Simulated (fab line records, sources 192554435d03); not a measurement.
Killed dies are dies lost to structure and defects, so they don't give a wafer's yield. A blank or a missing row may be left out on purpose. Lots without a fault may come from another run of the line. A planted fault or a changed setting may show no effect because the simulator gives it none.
fab line records | flow n5_finfet
record lots=10 wafers=30 last_day=18
route steps=1938 shown BEOL_M1@803 BEOL_M4@1111 PASSIVATION@1936
lots that met no fault: from a run of the same line without faults
start_h: hours from the record's first day to the start of the lot's first wafer shown | wait_h: hours since the lot's step before | " the same as in the row above | L1.1+2: a row that stands for several wafers | - no value, or no start given | * or withheld: withheld | < > ~ a bound
route shown NAME@n: a module of which the file shows steps, and the number in the route of the first | usual: mean/standard deviation of fault-free wafers | same: alike in all rows | chamber/n: place in a boat | sites: the reading at each site | _std_site: their standard deviation | _edge_site: outer sites' mean less inner sites' | radius_mm: how far each site lies from the wafer's centre | mask NAME#n: copy n | behind: the tool/chamber that last shaped the wafer | hold: why the lot was held/for how many hours/how that ended | device: the transistor (n, p or np) that didn't switch | end of line: the same wafers' tests at the end of the route | a step without rows: its recipe alone | killed: dies lost to structure and defects at the first sort, not the wafer's yield | map: a wafer's dies, x killed, . not, _ none there
set.NAME: the setting as run; set.NAME@STEP: as run at that earlier step | model.NAME: the simulator's own value behind a step, which no gauge read
steps of the route over a sample of lots; a table a step, a row a wafer
services: from which hour (start_h, from the record's first day; less than 0 if before it) a tool's chamber was out of use, for how many hours, and why
## steps
# step N5_BEOL_M1_OCD_MEAS_38
# usual trench_depth_nm=54.7/1.1
# columns lot.wafer tool chamber start_h wait_h trench_depth_nm
L529.2 ocd-02 - 142.19 - 56.4
L529.5 " - " " 55.9
L529.6 " - " " 54.4
L532.1 ocd-01 - 154.24 - 54.0
L532.2 " - " " 54.9
L532.5 " - " " 55.7
L533.1 ocd-01 - 164.53 - 54.1
L533.4 " - " " 55.3
L533.5 " - " " 54.5
L539.1 ocd-02 - 204.22 - 53.9
L539.3 " - " " 55.8
L539.4 " - " " 55.1
L542.2 ocd-02 - 230.79 - 56.4
L542.4 " - " " 53.1
L542.5 " - " " 56.9
L543.1 ocd-01 - 233.39 - 53.6
L543.3 " - " " 55.6
L543.5 " - " " 53.3
L544.3 ocd-01 - 234.42 - 53.8
L544.5 " - " " 57.0
L544.6 " - " " 55.5
L548.1 ocd-02 - 253.65 - 53.5
L548.3 " - " " 53.7
L548.6 " - " " 55.4
L549.1 ocd-02 - 267.17 - 55.6
L549.4 " - " " 54.1
L549.5 " - " " 55.7
L550.1 ocd-01 - 267.25 - 56.4
L550.3 " - " " 53.4
L550.6 " - " " 55.4
# step N5_BEOL_M1_PRE_CLEAN_45
# recipe gas=H2/He time_s=30 temp_c=250
# usual heater_power_w=327/33
# columns lot.wafer tool chamber start_h wait_h heater_power_w
L529.2 pvd_sputter-03 - 142.75 0.0 370
L529.5 " - " " 370
L529.6 " - " " 351
L532.1 pvd_sputter-03 - 154.62 0.0 296
L532.2 " - " " 368
L532.5 " - " " 360
L533.1 pvd_sputter-03 - 164.82 0.0 350
L533.4 " - " " 371
L533.5 " - " " 366
L539.1 pvd_sputter-03 - 204.66 0.0 367
L539.3 " - " " 307
L539.4 " - " " 350
L542.2 pvd_sputter-02 - 231.21 0.0 319
L542.4 " - " " 326
L542.5 " - " " 318
L543.1 pvd_sputter-02 - 233.92 0.0 391
L543.3 " - " " 329
L543.5 " - " " 317
L544.3 pvd_sputter-03 - 235.33 0.0 292
L544.5 " - " " 309
L544.6 " - " " 353
L548.1 pvd_sputter-01 - 254.28 0.0 347
L548.3 " - " " 349
L548.6 " - " " 276
L549.1 pvd_sputter-02 - 267.77 0.0 324
L549.4 " - " " 317
L549.5 " - " " 318
L550.1 pvd_sputter-01 - 267.84 0.0 280
L550.3 " - " " 287
L550.6 " - " " 274
# step N5_BEOL_M1_CVD_47
# recipe material=Co target_thk_a=30 temp_c=withheld precursor=CCTBA/H2 pressure_torr=30 time_s=223.8
# usual chamber_pressure_Torr=29.99/0.065 run_length_s=246.7/0.51
# columns lot.wafer tool chamber start_h wait_h chamber_pressure_Torr run_length_s
L529.2 cvd_co-01 0 143.31 0.1 29.94 245.8
L529.5 " 0 " " 29.98 246.6
L529.6 " 1 " " 30.02 246.5
L532.1 cvd_co-01 1 154.99 0.0 - -
L532.2 " 2 " " - -
L532.5 " 1 " " - -
L533.1 cvd_co-02 0 165.28 0.1 - -
L533.4 " 1 " " - -
L533.5 " 2 " " - -
L539.1 cvd_co-02 1 205.06 0.0 29.92 246.5
L539.3 " 2 " " 29.94 247.2
L539.4 " 2 " " 30.00 247.1
L542.2 cvd_co-02 2 231.57 0.0 30.12 247.5
L542.4 " 0 " " 29.98 247.0
L542.5 " 2 " " 30.00 247.9
L543.1 cvd_co-02 2 234.33 0.0 30.07 247.6
L543.3 " 0 " " 29.91 247.8
L543.5 " 2 " " 30.07 247.6
L544.3 cvd_co-01 2 235.81 0.1 30.02 246.2
L544.5 " 1 " " 30.01 246.1
L544.6 " 0 " " 29.91 245.9
L548.1 cvd_co-02 2 254.68 0.1 29.87 247.2
L548.3 " 1 " " 29.94 246.4
L548.6 " 1 " " 30.00 246.6
L550.1 cvd_co-01 2 268.23 0.0 29.95 246.1
L550.3 " 1 " " 29.81 246.8
L550.6 " 0 " " 29.94 245.8
L549.1 cvd_co-02 1 268.35 0.2 30.06 246.3
L549.4 " 2 " " 29.96 247.7
L549.5 " 0 " " 29.92 247.0
# step N5_BEOL_M1_SPUTTER_86
# recipe material=Cu target_thk_a=45 temp_c=-20 chamber_pressure_pa=0.07 power_w=withheld time_s=8.29
# usual throttle_valve_pct=30.1/0.72
# columns lot.wafer tool chamber start_h wait_h throttle_valve_pct
L529.2 pvd_sputter-03 - 144.43 0.1 30.6
L529.5 " - " " 28.5
L529.6 " - " " 30.1
L532.1 pvd_sputter-02 - 155.94 0.1 30.9
L532.2 " - " " 29.9
L532.5 " - " " 30.9
L533.1 pvd_sputter-03 - 166.12 0.1 30.0
L533.4 " - " " 29.6
L533.5 " - " " 30.0
L539.1 pvd_sputter-01 - 205.94 0.1 29.3
L539.3 " - " " 30.9
L539.4 " - " " 30.9
L542.2 pvd_sputter-02 - 232.70 0.1 30.5
L542.4 " - " " 29.6
L542.5 " - " " 30.2
L543.1 pvd_sputter-01 - 235.20 0.1 30.7
L543.3 " - " " 30.8
L543.5 " - " " 30.9
L544.3 pvd_sputter-02 - 236.76 0.1 29.7
L544.5 " - " " 30.6
L544.6 " - " " 30.7
L548.1 pvd_sputter-03 - 255.50 0.1 29.2
L548.3 " - " " 30.7
L548.6 " - " " 30.7
L550.1 pvd_sputter-02 - 269.35 0.1 30.7
L550.3 " - " " 29.6
L550.6 " - " " 30.2
L549.1 pvd_sputter-01 - 269.57 0.1 31.1
L549.4 " - " " 30.8
L549.5 " - " " 31.0
# step N5_BEOL_M1_CMP_52
# recipe stop_on=SiOC t_overpolish_s=6.8 down_force_psi=1 platen_rpm=50 clearing_platen_down_force_psi=1.5 clearing_platen_rpm=50 post_cmp_clean=cu_alkaline target_thk_nm=40 clearing_platen_pad_velocity_m_s=0.99484 pad_velocity_m_s=0.99484
# usual barrier_field_endpoint_s=24.6/0.58 motor_current_A=6.1/0.46
# columns lot.wafer tool chamber start_h wait_h barrier_field_endpoint_s motor_current_A
L529.2 cmp-04 3 146.10 0.3 24.7 6.4
L529.5 " 1 " " 25.1 6.2
L529.6 " 2 " " 25.3 6.2
L532.1 cmp-01 3 157.54 0.3 20.9 6.3
L532.2 " 0 " " 21.6 6.1
L532.5 " 0 " " 21.9 6.6
L533.1 cmp-04 3 167.91 0.3 21.2 6.3
L533.4 " 1 " " 21.9 6.1
L533.5 " 3 " " 22.0 6.1
L539.3 cmp-02 3 207.53 0.2 24.9 6.0
L539.4 " 1 " " 25.1 5.2
L539.1 " 2 " " 24.5 5.6
L542.2 cmp-02 1 234.58 0.2 24.8 5.1
L542.4 " 3 " " 24.9 6.4
L542.5 " 0 " " 24.4 6.1
L543.3 cmp-01 1 236.97 0.2 24.8 5.5
L543.1 " 3 " " 24.0 6.3
L543.5 " 1 " " 25.4 5.3
L544.3 cmp-04 3 238.47 0.3 24.2 6.5
L544.6 " 0 " " 24.9 5.6
L544.5 " 1 " " 24.9 6.0
L548.3 cmp-02 0 257.09 0.2 25.1 5.7
L548.1 " 3 " " 25.2 6.1
L548.6 " 1 " " 25.2 5.2
L550.1 cmp-01 0 271.25 0.5 23.7 6.3
L550.3 " 1 " " 25.2 5.3
L550.6 " 0 " " 24.2 6.5
L549.4 cmp-02 3 271.75 0.2 25.5 6.2
L549.1 " 0 " " 24.5 6.1
L549.5 " 3 " " 24.8 6.4
# step N5_BEOL_M4_RC_MEAS_101
# usual DIBL_N=36.2/1.6 DIBL_P=36.5/1.9 IOFF_N=0.158/0.027 IOFF_P=0.21/0.038 ION_N=675/12 ION_P=464/8.9 SS_N=71.5/0.61 SS_P=73.4/0.59 VT_N=250.4/3 VT_P=-250/3.6
# columns lot.wafer tool chamber start_h wait_h DIBL_N[mV/V] DIBL_P[mV/V] IOFF_N[nA/um] IOFF_P[nA/um] ION_N[uA/um] ION_P[uA/um] SS_N[mV/dec] SS_P[mV/dec] VT_N[mV] VT_P[mV]
L529.2 prober-01 0 170.34 0.2 35.1 35.1 0.140 0.18 670 458 71.4 73.4 250.7 -254
L529.5 " 0 " " 34.4 34.7 0.130 0.18 663 461 70.9 73.1 255.0 -254
L529.6 " 0 " " 34.1 33.3 0.114 0.16 656 449 71.2 72.0 254.7 -255
L539.1 prober-02 0 251.76 0.0 34.4 33.6 0.128 0.15 658 446 70.3 72.3 251.3 -258
L539.3 " 0 " " 37.1 37.9 0.175 0.22 672 456 71.5 74.1 248.8 -250
L539.4 " 0 " " 36.1 35.3 0.154 0.17 674 456 71.2 72.9 248.4 -251
L542.2 prober-02 0 275.25 0.2 37.1 37.4 0.173 0.23 671 463 72.1 73.3 249.0 -249
L542.4 " 0 " " 38.5 39.3 0.206 0.26 692 472 72.1 73.4 246.0 -246
L542.5 " 0 " " 34.4 34.7 0.120 0.17 666 460 70.2 72.3 255.4 -254
L543.1 prober-02 0 276.81 0.0 36.2 35.3 0.141 0.18 677 464 70.7 73.0 250.3 -253
L543.3 " 0 " " 35.3 34.9 0.142 0.18 668 460 71.1 72.6 249.4 -252
L543.5 " 0 " " 35.5 35.6 0.138 0.18 685 457 71.1 73.1 251.5 -254
L544.3 prober-01 0 279.92 0.3 36.6 37.1 0.172 0.21 666 463 72.4 72.5 249.4 -252
L544.5 " 0 " " 37.2 37.6 0.176 0.22 669 458 72.7 74.3 250.6 -252
L544.6 " 0 " " 35.2 36.7 0.142 0.20 673 462 71.5 73.6 252.4 -253
L548.1 prober-02 0 302.58 0.0 35.7 35.7 0.158 0.18 677 459 71.2 72.7 248.8 -254
L548.3 " 0 " " 36.8 38.1 0.175 0.23 666 457 71.6 73.8 247.5 -250
L548.6 " 0 " " 35.6 36.5 0.165 0.20 677 468 71.4 72.8 248.2 -251
L550.1 prober-01 0 313.01 0.0 38.4 38.9 0.223 0.30 690 478 73.0 74.6 246.9 -245
L550.3 " 0 " " 36.2 36.3 0.157 0.23 666 461 71.9 73.7 252.2 -248
L550.6 " 0 " " 36.0 35.3 0.158 0.21 675 461 71.6 72.9 252.8 -252
L549.1 prober-02 0 320.57 0.0 35.0 34.8 0.149 0.22 664 463 71.1 72.8 250.4 -248
L549.4 " 0 " " 34.2 34.5 0.141 0.22 686 482 70.4 73.0 249.9 -248
L549.5 " 0 " " 32.9 33.3 0.116 0.19 666 469 71.3 73.1 252.7 -251
# step N5_PASSIVATION_PROBE_49
# usual defect_limited_yield=91.3/1.7 killed_at_M0_to_M3=33/11 killed_at_M4_up=14/5.5 killed_at_contacts=13/6.5 killed_at_front_end=39/13 killed_at_other=3.4/2.9 killed_dies=103/20 killed_on_rim=14/4.3 killed_open=69/15 killed_short=32/8.1 sort_bin_5_function=5.1/1.1 sort_bin_6_memory=3.3/0.74 sort_n_pass=1077/20 sort_yield_pct=91.3/1.7
# same gross_dies=1180 killed_at_back_side=0 sort_bin_4_leakage[%]=0 sort_bin_8_speed[%]=0
# columns lot.wafer tool chamber start_h wait_h defect_limited_yield[%] killed_at_M0_to_M3 killed_at_M4_up killed_at_contacts killed_at_front_end killed_at_other killed_dies killed_on_rim killed_open killed_short sort_bin_5_function[%] sort_bin_6_memory[%] sort_n_pass sort_yield_pct[%]
L529.2 prober-02 - 282.12 0.1 92.7 23 14 16 33 0 86 22 62 23 4.6 2.4 1094 92.7
L529.5 prober-02 - 282.27 0.2 91.3 34 12 15 42 0 103 10 72 31 5.3 3.1 1077 91.3
L529.6 prober-02 - 282.32 0.3 93.1 31 12 10 27 2 82 8 50 30 4.7 2.1 1098 93.1
L532.1 prober-02 - 313.48 0.0 0 1096 24 7 50 3 1180 152 83 39 89.3 10.3 0 0
L532.2 prober-02 - 313.53 0.1 0 1086 14 21 57 2 1180 152 103 34 89.2 10.6 0 0
L532.5 prober-02 - 313.68 0.2 0 1122 16 16 24 2 1180 152 78 27 89.2 10.4 0 0
L533.1 prober-02 - 314.53 0.0 0 1140 21 0 18 1 1180 152 42 17 90.9 8.9 0 0
L533.4 prober-02 - 314.68 0.2 0 1150 6 3 18 3 1180 152 38 14 89.8 10.0 0 0
L533.5 prober-02 - 314.73 0.2 0 1133 14 1 27 5 1180 152 47 25 89.7 10.2 0 0
L539.1 prober-02 - 362.74 0.0 88.7 31 6 13 71 12 133 26 83 50 6.4 4.6 1047 88.7
L539.3 prober-02 - 362.84 0.1 91.3 25 17 21 37 3 103 16 73 30 5.1 3.6 1077 91.3
L539.4 prober-02 - 362.89 0.2 91.1 31 12 14 46 2 105 16 75 29 5.2 3.4 1075 91.1
L542.4 prober-01 - 378.29 0.2 90.3 52 11 11 40 1 115 19 87 28 4.7 4.7 1065 90.3
L542.5 prober-01 - 378.34 0.2 90.8 34 9 18 42 5 108 14 82 26 4.7 4.2 1072 90.8
L544.3 prober-01 - 390.85 0.1 93.3 20 14 7 37 1 79 9 63 15 3.7 2.9 1101 93.3
L544.5 prober-01 - 390.95 0.2 93.0 11 17 13 35 7 83 13 56 26 4.2 2.5 1097 93.0
L544.6 prober-01 - 391.00 0.3 92.5 16 15 22 30 5 88 12 55 31 4.1 3.1 1092 92.5
L543.1 prober-01 - 391.80 0.0 92.0 27 17 9 36 5 94 16 63 28 4.9 2.9 1086 92.0
L543.3 prober-01 - 391.90 0.1 90.0 35 10 14 57 2 118 18 64 51 5.6 3.8 1062 90.0
L543.5 prober-01 - 392.00 0.2 89.5 44 17 22 37 4 124 21 84 38 5.9 4.2 1056 89.5
L548.1 prober-02 - 423.57 0.8 92.5 31 6 19 29 4 89 11 61 28 4.5 2.8 1091 92.5
L548.3 prober-02 - 423.67 0.9 93.1 30 17 12 23 0 82 11 61 20 4.2 2.5 1098 93.1
L548.6 prober-02 - 423.82 1.1 90.4 31 10 20 50 2 113 15 82 30 5.4 3.7 1067 90.4
L550.1 prober-02 - 429.53 0.0 92.5 34 18 8 27 2 89 7 64 22 4.1 3.1 1091 92.5
L550.3 prober-02 - 429.63 0.1 90.0 37 15 14 48 4 118 19 71 42 5.1 4.6 1062 90.0
L550.6 prober-02 - 429.78 0.3 91.3 46 6 5 44 2 103 13 61 40 4.8 3.3 1077 91.3
L549.1 prober-02 - 438.29 0.0 92.2 28 11 11 40 2 92 12 63 28 4.5 3.0 1088 92.2
L549.4 prober-02 - 438.44 0.2 92.6 21 9 24 32 1 87 14 62 22 4.5 2.7 1093 92.6
# killed by level:class
L529.2 MOL_CONTACT_COAG:geometric_particle:open=14 BEOL_M4:geometric_particle:open=7 STI_FIN_REVEAL:geometric_particle:open=6 BEOL_M1:geometric_particle:open=6 FIN_SAQP:geometric_particle:open=5 BEOL_M0_SAQP:geometric_particle:short=4 FIN_SAQP:geometric_particle:short=3 DUMMY_GATE:geometric_particle:open=3
L529.5 STI_FIN_REVEAL:geometric_particle:open=16 MOL_CONTACT_COAG:geometric_particle:open=13 BEOL_M0_SAQP:geometric_particle:short=10 BEOL_M0_SAQP:geometric_particle:open=8 FIN_SAQP:geometric_particle:open=6 GATE_CUT:geometric_particle:short=6 BEOL_M2:geometric_particle:open=5 DUMMY_GATE:geometric_particle:open=4
L529.6 FIN_SAQP:geometric_particle:short=7 BEOL_M2:geometric_particle:open=7 MOL_CONTACT_COAG:geometric_particle:open=6 BEOL_M0_SAQP:geometric_particle:short=6 DUMMY_GATE:geometric_particle:open=5 BEOL_M0:geometric_particle:open=5 BEOL_M4:geometric_particle:open=5 STI_FIN_REVEAL:geometric_particle:open=4
L532.1 BEOL_M1:area_cvd=827 BEOL_M1:interface_void_opened=227 STI_FIN_REVEAL:geometric_particle:open=16 BEOL_M0_SAQP:geometric_particle:open=10 BEOL_M0_SAQP:geometric_particle:short=10 FIN_SAQP:geometric_particle:open=9 BEOL_M3:geometric_particle:open=9 FIN_SAQP:geometric_particle:short=6
L532.2 BEOL_M1:area_cvd=813 BEOL_M1:interface_void_opened=230 STI_FIN_REVEAL:geometric_particle:open=27 MOL_CONTACT_COAG:geometric_particle:open=16 FIN_SAQP:geometric_particle:open=15 BEOL_M0_SAQP:geometric_particle:short=12 BEOL_M0_SAQP:geometric_particle:open=8 BEOL_M2:geometric_particle:open=8
L532.5 BEOL_M1:area_cvd=830 BEOL_M1:interface_void_opened=245 BEOL_M0_SAQP:geometric_particle:open=16 STI_FIN_REVEAL:geometric_particle:open=10 MOL_CONTACT_COAG:geometric_particle:open=9 BEOL_M1:geometric_particle:open=9 BEOL_M4:geometric_particle:open=8 MOL_CONTACT_COAG:geometric_particle:short=7
L533.1 BEOL_M1:area_cvd=885 BEOL_M1:interface_void_opened=236 BEOL_M4:geometric_particle:open=14 BEOL_M3:geometric_particle:open=5 BEOL_M1:geometric_particle:open=4 STI_FIN_REVEAL:geometric_particle:open=3 BEOL_M2:geometric_particle:open=3 BEOL_M4:geometric_particle:short=3
L533.4 BEOL_M1:area_cvd=866 BEOL_M1:interface_void_opened=262 BEOL_M3:geometric_particle:open=7 BEOL_M2:geometric_particle:open=5 STARTING-WAFER:geometric_particle:open=4 BEOL_M4:geometric_particle:open=4 FIN_SAQP:geometric_particle:short=3 MOL_CONTACT_COAG:geometric_particle:open=3
L533.5 BEOL_M1:area_cvd=871 BEOL_M1:interface_void_opened=237 BEOL_M4:geometric_particle:open=7 BEOL_M3:geometric_particle:open=6 STI_FIN_REVEAL:geometric_particle:open=5 GATE_CUT:geometric_particle:short=5 BEOL_M1:geometric_particle:open=4 PAD_METAL:geometric_particle:short=4
L539.1 FIN_SAQP:geometric_particle:open=20 BEOL_M1:geometric_particle:open=16 STI_FIN_REVEAL:geometric_particle:open=14 FIN_SAQP:geometric_particle:short=11 MOL_CONTACT_COAG:geometric_particle:open=10 BEOL_M0_SAQP:geometric_particle:short=7 GATE_CUT:geometric_particle:short=6 PAD_METAL:geometric_particle:short=5
L539.3 MOL_CONTACT_COAG:geometric_particle:open=18 STI_FIN_REVEAL:geometric_particle:open=11 BEOL_M1:geometric_particle:open=10 FIN_SAQP:geometric_particle:open=7 BEOL_M4:geometric_particle:open=7 FIN_SAQP:geometric_particle:short=6 BEOL_M0_SAQP:geometric_particle:open=5 BEOL_M1:geometric_particle:short=4
L539.4 MOL_CONTACT_COAG:geometric_particle:open=12 STI_FIN_REVEAL:geometric_particle:open=10 DUMMY_GATE:geometric_particle:open=10 BEOL_M4:geometric_particle:open=9 FIN_SAQP:geometric_particle:open=7 BEOL_M0_SAQP:geometric_particle:short=7 BEOL_M2:geometric_particle:open=7 BEOL_M0_SAQP:geometric_particle:open=6
L542.4 FIN_SAQP:geometric_particle:open=16 BEOL_M0_SAQP:geometric_particle:open=14 STI_FIN_REVEAL:geometric_particle:open=12 MOL_CONTACT_COAG:geometric_particle:open=10 BEOL_M0_SAQP:geometric_particle:short=10 BEOL_M3:geometric_particle:open=10 BEOL_M1:geometric_particle:open=9 FIN_SAQP:geometric_particle:short=6
L542.5 MOL_CONTACT_COAG:geometric_particle:open=15 FIN_SAQP:geometric_particle:open=12 BEOL_M2:geometric_particle:open=10 BEOL_M0_SAQP:geometric_particle:open=8 BEOL_M0_SAQP:geometric_particle:short=7 FIN_SAQP:geometric_particle:short=6 DUMMY_GATE:geometric_particle:open=5 STARTING-WAFER:geometric_particle:open=5
L544.3 STI_FIN_REVEAL:geometric_particle:open=14 BEOL_M1:geometric_particle:open=8 MOL_CONTACT_COAG:geometric_particle:open=6 BEOL_M4:geometric_particle:open=6 FIN_SAQP:geometric_particle:open=5 DUMMY_GATE:geometric_particle:open=4 GATE_CUT:geometric_particle:open=3 BEOL_M0_SAQP:geometric_particle:open=3
L544.5 STI_FIN_REVEAL:geometric_particle:open=9 MOL_CONTACT_COAG:geometric_particle:open=9 STARTING-WAFER:geometric_particle:short=7 BEOL_M4:geometric_particle:open=7 FIN_SAQP:geometric_particle:open=4 DUMMY_GATE:geometric_particle:open=4 ILD0:geometric_particle:open=4 BEOL_M2:geometric_particle:open=4
L544.6 MOL_CONTACT_COAG:geometric_particle:open=19 FIN_SAQP:geometric_particle:short=7 STI_FIN_REVEAL:geometric_particle:open=5 BEOL_M0_SAQP:geometric_particle:short=4 GATE_CUT:geometric_particle:short=4 BEOL_M0:geometric_particle:open=4 BEOL_M4:geometric_particle:open=4 BEOL_M5:geometric_particle:open=4
L543.1 BEOL_M2:geometric_particle:open=14 FIN_SAQP:geometric_particle:short=8 MOL_CONTACT_COAG:geometric_particle:open=8 FIN_SAQP:geometric_particle:open=6 STI_FIN_REVEAL:geometric_particle:open=5 BEOL_M4:geometric_particle:open=5 GATE_CUT:geometric_particle:short=4 BEOL_M3:geometric_particle:open=4
L543.3 FIN_SAQP:geometric_particle:short=18 FIN_SAQP:geometric_particle:open=14 MOL_CONTACT_COAG:geometric_particle:open=10 BEOL_M2:geometric_particle:open=8 BEOL_M0_SAQP:geometric_particle:short=7 BEOL_M2:geometric_particle:short=6 BEOL_M3:geometric_particle:open=6 STARTING-WAFER:geometric_particle:short=5
L543.5 MOL_CONTACT_COAG:geometric_particle:open=18 BEOL_M2:geometric_particle:open=14 FIN_SAQP:geometric_particle:short=10 BEOL_M0_SAQP:geometric_particle:short=9 BEOL_M3:geometric_particle:open=9 BEOL_M4:geometric_particle:open=7 FIN_SAQP:geometric_particle:open=6 BEOL_M0_SAQP:geometric_particle:open=6
L548.1 MOL_CONTACT_COAG:geometric_particle:open=15 STI_FIN_REVEAL:geometric_particle:open=12 BEOL_M2:geometric_particle:open=8 BEOL_M1:geometric_particle:open=6 BEOL_M0_SAQP:geometric_particle:short=5 MOL_CONTACT_COAG:geometric_particle:short=4 BEOL_M0_SAQP:geometric_particle:open=4 FIN_SAQP:geometric_particle:short=3
L548.3 BEOL_M1:geometric_particle:open=9 BEOL_M4:geometric_particle:open=9 MOL_CONTACT_COAG:geometric_particle:open=8 BEOL_M3:geometric_particle:open=7 STI_FIN_REVEAL:geometric_particle:open=6 BEOL_M2:geometric_particle:open=4 MOL_CONTACT_COAG:geometric_particle:short=4 STARTING-WAFER:geometric_particle:short=4
L548.6 STI_FIN_REVEAL:geometric_particle:open=18 FIN_SAQP:geometric_particle:open=11 MOL_CONTACT_COAG:geometric_particle:open=11 MOL_CONTACT_COAG:geometric_particle:short=9 BEOL_M2:geometric_particle:open=9 BEOL_M1:geometric_particle:open=6 DUMMY_GATE:geometric_particle:open=5 BEOL_M0_SAQP:geometric_particle:open=5
L550.1 BEOL_M4:geometric_particle:open=10 BEOL_M0_SAQP:geometric_particle:open=9 BEOL_M1:geometric_particle:open=7 BEOL_M2:geometric_particle:open=7 MOL_CONTACT_COAG:geometric_particle:open=6 DUMMY_GATE:geometric_particle:open=5 BEOL_M0_SAQP:geometric_particle:short=5 FIN_SAQP:geometric_particle:open=4
L550.3 STI_FIN_REVEAL:geometric_particle:open=14 MOL_CONTACT_COAG:geometric_particle:open=12 BEOL_M4:geometric_particle:open=11 BEOL_M0_SAQP:geometric_particle:short=9 FIN_SAQP:geometric_particle:short=8 BEOL_M0_SAQP:geometric_particle:open=8 BEOL_M2:geometric_particle:short=6 BEOL_M2:geometric_particle:open=5
L550.6 STI_FIN_REVEAL:geometric_particle:open=16 BEOL_M0_SAQP:geometric_particle:open=15 FIN_SAQP:geometric_particle:short=12 BEOL_M0_SAQP:geometric_particle:short=9 BEOL_M2:geometric_particle:open=6 FIN_SAQP:geometric_particle:open=4 STI_FIN_REVEAL:geometric_particle:short=4 BEOL_M1:geometric_particle:short=4
L549.1 STI_FIN_REVEAL:geometric_particle:open=14 MOL_CONTACT_COAG:geometric_particle:open=11 BEOL_M0_SAQP:geometric_particle:short=7 BEOL_M3:geometric_particle:open=7 FIN_SAQP:geometric_particle:short=6 FIN_SAQP:geometric_particle:open=5 BEOL_M4:geometric_particle:open=5 ILD0:geometric_particle:open=4
L549.4 MOL_CONTACT_COAG:geometric_particle:open=23 FIN_SAQP:geometric_particle:open=10 FIN_SAQP:geometric_particle:short=9 BEOL_M2:geometric_particle:open=6 BEOL_M0_SAQP:geometric_particle:open=4 BEOL_M0:geometric_particle:open=4 BEOL_M7:geometric_particle:open=3 STI_FIN_REVEAL:geometric_particle:open=2
## services
# columns tool chamber start_h hours kind
cmp-01 - 139.82 0.6 repair
cmp-01 - 150.76 0.7 repair
pvd_sputter-02 - 151.48 2.4 repair
cmp-02 - 157.47 4.0 pm
cmp-04 - 160.14 5.4 pm
cmp-02 - 161.47 - consumable_replace:conditioner
cmp-02 - 161.47 - consumable_replace:pad
cmp-02 - 167.32 0.3 repair
cmp-01 - 174.40 0.5 repair
cmp-02 - 182.42 8.2 pm
cvd_co-02 - 194.42 2.5 repair
cmp-01 - 194.96 4.0 pm
cmp-02 - 231.85 0.3 repair
cvd_co-02 - 238.92 2.8 pm
cmp-01 - 239.72 3.3 repair
cvd_co-01 - 246.00 2.8 pm
cmp-04 - 251.10 1.2 repair
cmp-04 - 254.99 2.5 repair
cmp-01 - 258.12 0.5 repair
cmp-02 - 265.59 3.7 pm
## key
first_sign step=N5_BEOL_M1_CVD_47 reading=tool_record direction=missing
effect step=N5_BEOL_M1_CMP_52 reading=barrier_field_endpoint_s direction=down sigmas=5.2 usual=24.6 struck=21.6
effect step=N5_PASSIVATION_PROBE_49 reading=killed_at_M0_to_M3 direction=up sigmas=99+ usual=33 struck=1121
more_kills_born_at N5_BEOL_M1_CVD_47@cvd_co-02=2622 N5_BEOL_M1_CVD_47@cvd_co-01=2470
met_at N5_BEOL_M1_CVD_47
struck_lots L532,L533
later_rows_left_out L532.1,L532.2,L532.5,L533.1,L533.4,L533.5
not_acting_at N5_BEOL_M1_OCD_MEAS_38,N5_BEOL_M1_PRE_CLEAN_45,N5_BEOL_M1_SPUTTER_86
onset_between 143.31 154.99
fault kind=skipped_step_whole tool=cvd_co-01,cvd_co-02 chamber=- onset_h=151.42 steps=N5_BEOL_M1_CVD_47 scope=struck_lots_only
# later_rows_left_out: the simulator's readings of these wafers behind a module that went badly wrong aren't trusted and aren't shown, but for the sort
